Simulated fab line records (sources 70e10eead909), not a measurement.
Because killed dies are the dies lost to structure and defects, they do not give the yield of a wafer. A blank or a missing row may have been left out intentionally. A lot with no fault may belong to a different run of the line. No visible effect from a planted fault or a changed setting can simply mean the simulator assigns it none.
What tool caused it? | flow nand_harc | 13 lots with 39 wafers sampled at 5 steps, on a route of 1302 steps

## WHAT THE GAUGES READ, wafer by wafer
NHARC_A_ONON_D1_THK_MEAS_05: measures by ellipsometry.
lot  | measured     | on            | thk_nm (nm)
L772 | day 7 23:52  | film_metro-02 | 986 986 986
L773 | day 8 12:53  | film_metro-01 | 1002 1003 1002
L774 | day 9 03:35  | film_metro-02 | 1000 999 1000
L775 | day 9 10:26  | film_metro-01 | 992 992 990
L777 | day 10 07:55 | film_metro-02 | 999 1002 1000
L778 | day 11 04:17 | film_metro-01 | 992 994 991
L779 | day 11 04:20 | film_metro-01 | 992 992 992
L784 | day 12 22:44 | film_metro-01 | 997 997 998
L783 | day 12 22:45 | film_metro-02 | 1015 1016 1015
L789 | day 15 07:30 | film_metro-02 | 1007 1007 1011
L790 | day 15 12:49 | film_metro-01 | 999 999 999
L792 | day 16 17:40 | film_metro-01 | 1021 1022 1020
L793 | day 17 03:30 | film_metro-01 | 991 991 992

NHARC_A_ONON_D1_THK_MEAS_08: measures by ellipsometry.
lot  | measured     | on            | thk_nm (nm)
L772 | day 8 00:26  | film_metro-01 | 1013 1011 1011
L773 | day 8 13:26  | film_metro-01 | 1011 1012 1012
L774 | day 9 04:09  | film_metro-01 | 992 992 992
L775 | day 9 10:59  | film_metro-01 | 1003 1003 1003
L777 | day 10 08:29 | film_metro-02 | 998 998 999
L778 | day 11 04:52 | film_metro-02 | 999 1001 1000
L779 | day 11 04:55 | film_metro-01 | 1005 1005 1006
L784 | day 12 23:18 | film_metro-02 | 1008 1009 1007
L783 | day 12 23:19 | film_metro-01 | 986 680 985
L789 | day 15 08:04 | film_metro-01 | 1000 999 1000
L790 | day 15 13:23 | film_metro-01 | 1001 1001 1002
L792 | day 16 18:14 | film_metro-01 | 1001 1002 1004
L793 | day 17 04:04 | film_metro-01 | 990 989 989

NHARC_END_SORT_01.
lot  | measured     | on        | killed_at_array | killed_at_other | killed_at_periphery | killed_dies | killed_open | killed_short
L772 | day 24 09:34 | prober-02 | 22 17 20        | 1 0 0           | 0 2 3               | 23 19 23    | 2 2 2       | 2 3 3
L773 | day 25 00:37 | prober-02 | 91 76 68        | 1 1 0           | 4 4 4               | 96 81 72    | 2 6 2       | 1 2 1
L774 | day 25 11:32 | prober-02 | 63 71 60        | 0 1 2           | 2 4 4               | 65 76 66    | 1 1 4       | 2 3 1
L775 | day 25 11:29 | prober-01 | 21 22 20        | 1 0 0           | 6 2 2               | 28 24 22    | 9 2 3       | 0 2 2
L777 | day 26 12:14 | prober-02 | 38 43 47        | 0 1 1           | 4 4 2               | 42 48 50    | 3 6 7       | 0 1 2
L778 | day 27 21:34 | prober-01 | 43 52 43        | 0 0 0           | 0 1 1               | 43 53 44    | 1 3 4       | 2 1 0
L779 | day 27 10:31 | prober-02 | 62 61 58        | 0 0 1           | 3 3 4               | 65 64 63    | 3 2 6       | 2 1 2
L784 | day 29 17:32 | prober-01 | 59 72 72        | 0 0 0           | 2 13 9              | 61 85 81    | 1 2 3       | 2 6 3
L783 | day 29 17:34 | prober-02 | 45 671 56       | 0 2 3           | 4 4 5               | 49 677 64   | 0 4 5       | 3 3 4
L789 | day 32 01:50 | prober-02 | 69 73 74        | 1 5 1           | 10 8 16             | 80 86 91    | 2 5 5       | 4 1 2
L790 | day 32 06:26 | prober-01 | 69 79 85        | 1 0 2           | 5 7 6               | 75 86 93    | 0 4 3       | 1 3 1
L792 | day 33 13:53 | prober-02 | 55 59 74        | 2 4 1           | 5 4 4               | 62 67 79    | 6 6 2       | 1 0 7
L793 | day 33 13:10 | prober-01 | 50 44 61        | 1 0 0           | 2 7 6               | 53 51 67    | 1 6 2       | 1 3 1

## EACH LOT AND THE TOOL THAT RAN IT (in order: tool; ch and the chambers of the sampled wafers; start)
lot  | NHARC_A_ZERO_WELL_RTA_16         | NHARC_A_ONON_D1_DEP_06
L772 | rtp_anneal-01 ch 0, day 7 01:41  | pecvd_onon-03 ch 0, day 7 23:59
L773 | rtp_anneal-02 ch 0, day 7 14:56  | pecvd_onon-01 ch 0, day 8 13:07
L774 | rtp_anneal-02 ch 0, day 8 05:52  | pecvd_onon-01 ch 0, day 9 03:38
L775 | rtp_anneal-02 ch 0, day 8 12:02  | pecvd_onon-03 ch 0, day 9 10:29
L777 | rtp_anneal-01 ch 0, day 9 11:18  | pecvd_onon-03 ch 0, day 10 08:09
L778 | rtp_anneal-01 ch 0, day 10 04:29 | pecvd_onon-04 ch 0, day 11 04:21
L779 | rtp_anneal-02 ch 0, day 10 08:03 | pecvd_onon-03 ch 0, day 11 04:23
L784 | rtp_anneal-01 ch 0, day 12 01:12 | pecvd_onon-04 ch 0, day 12 22:47
L783 | rtp_anneal-02 ch 0, day 12 02:27 | pecvd_onon-03 ch 0, day 12 22:48
L789 | rtp_anneal-02 ch 0, day 14 10:13 | pecvd_onon-03 ch 0, day 15 07:34
L790 | rtp_anneal-01 ch 0, day 14 15:05 | pecvd_onon-01 ch 0, day 15 12:56
L792 | rtp_anneal-01 ch 0, day 15 19:33 | pecvd_onon-03 ch 0, day 16 17:50
L793 | rtp_anneal-02 ch 0, day 16 06:11 | pecvd_onon-03 ch 0, day 17 03:37
- NHARC_A_ZERO_WELL_RTA_16: time 10 s.
- NHARC_A_ONON_D1_DEP_06: target thk 1000 nm.

## WHAT THE TOOLS THEMSELVES READ (means of the sampled wafers that have a number; where no wafer has one, the mark that the record gives instead)
NHARC_A_ZERO_WELL_RTA_16.
lot  | tool          | lamp_power_pct (%) | lamp_zone_2_pct (%) | wafer_temp_C_max
L772 | rtp_anneal-01 | 29.7               | 29.7                | 1004.2
L773 | rtp_anneal-02 | 30.9               | 31.0                | 1006.9
L774 | rtp_anneal-02 | 30.9               | 31.0                | 1006.3
L775 | rtp_anneal-02 | 31.0               | 30.9                | 1007.7
L777 | rtp_anneal-01 | 29.6               | 29.6                | 1004.7
L778 | rtp_anneal-01 | 29.7               | 29.7                | 1004.2
L779 | rtp_anneal-02 | 30.9               | 30.9                | 1006.8
L784 | rtp_anneal-01 | 29.7               | 29.7                | 1004.3
L783 | rtp_anneal-02 | 30.9               | 30.9                | 1006.1
L789 | rtp_anneal-02 | 30.9               | 30.9                | 1006.9
L790 | rtp_anneal-01 | 29.7               | 29.7                | 1004.3
L792 | rtp_anneal-01 | 29.7               | 29.7                | 1005.4
L793 | rtp_anneal-02 | 30.9               | 30.9                | 1007.4

NHARC_A_ONON_D1_DEP_06.
lot  | tool          | sih4_flow_sccm (sccm)
L772 | pecvd_onon-03 | 210.8
L773 | pecvd_onon-01 | 210.1
L774 | pecvd_onon-01 | 209.8
L775 | pecvd_onon-03 | 210.3
L777 | pecvd_onon-03 | 210.0
L778 | pecvd_onon-04 | 210.1
L779 | pecvd_onon-03 | 209.3
L784 | pecvd_onon-04 | 208.7
L783 | pecvd_onon-03 | 210.0
L789 | pecvd_onon-03 | 209.9
L790 | pecvd_onon-01 | 210.1
L792 | pecvd_onon-03 | 209.6
L793 | pecvd_onon-03 | 209.0

## THE ANSWER, worked out from the rows above alone
Rule: usual is defined by the lots themselves. Put in order of their means at a reading, lots are off if they are a third of the lots or fewer, leave a main group of 4 or more, and stand apart from it by a gap of 3 or more times the standard deviation of the main group's means; of several such gaps the widest counts. If all means in a main group match to the digits the tables above print for the reading, that group is not used. Also off: a lot with no number at a reading for which 4 or more lots have one. All remaining lots with rows at the step are treated as sound. First the gauges in route order, then the tools' own readings, where a lot's mean is used as printed above. The first step at which some lot is off is used, and at that step the reading that is off furthest; a lot without a number counts as furthest.
Off: L783 (NHARC_A_ONON_D1_THK_MEAS_08, thk_nm). Main group: mean 1002 nm, sd 6.6.
If a tool, at a process step before that reading, ran all the lots that are off and no sound lot after the first of them, it fits. Not tried: the gauges at NHARC_A_ONON_D1_THK_MEAS_08; whatever is off there is also off at NHARC_END_SORT_01, on other tools, and gauge error can't account for it. None of those tried fits.

## WHAT WAS PUT IN BY THE SIMULATOR
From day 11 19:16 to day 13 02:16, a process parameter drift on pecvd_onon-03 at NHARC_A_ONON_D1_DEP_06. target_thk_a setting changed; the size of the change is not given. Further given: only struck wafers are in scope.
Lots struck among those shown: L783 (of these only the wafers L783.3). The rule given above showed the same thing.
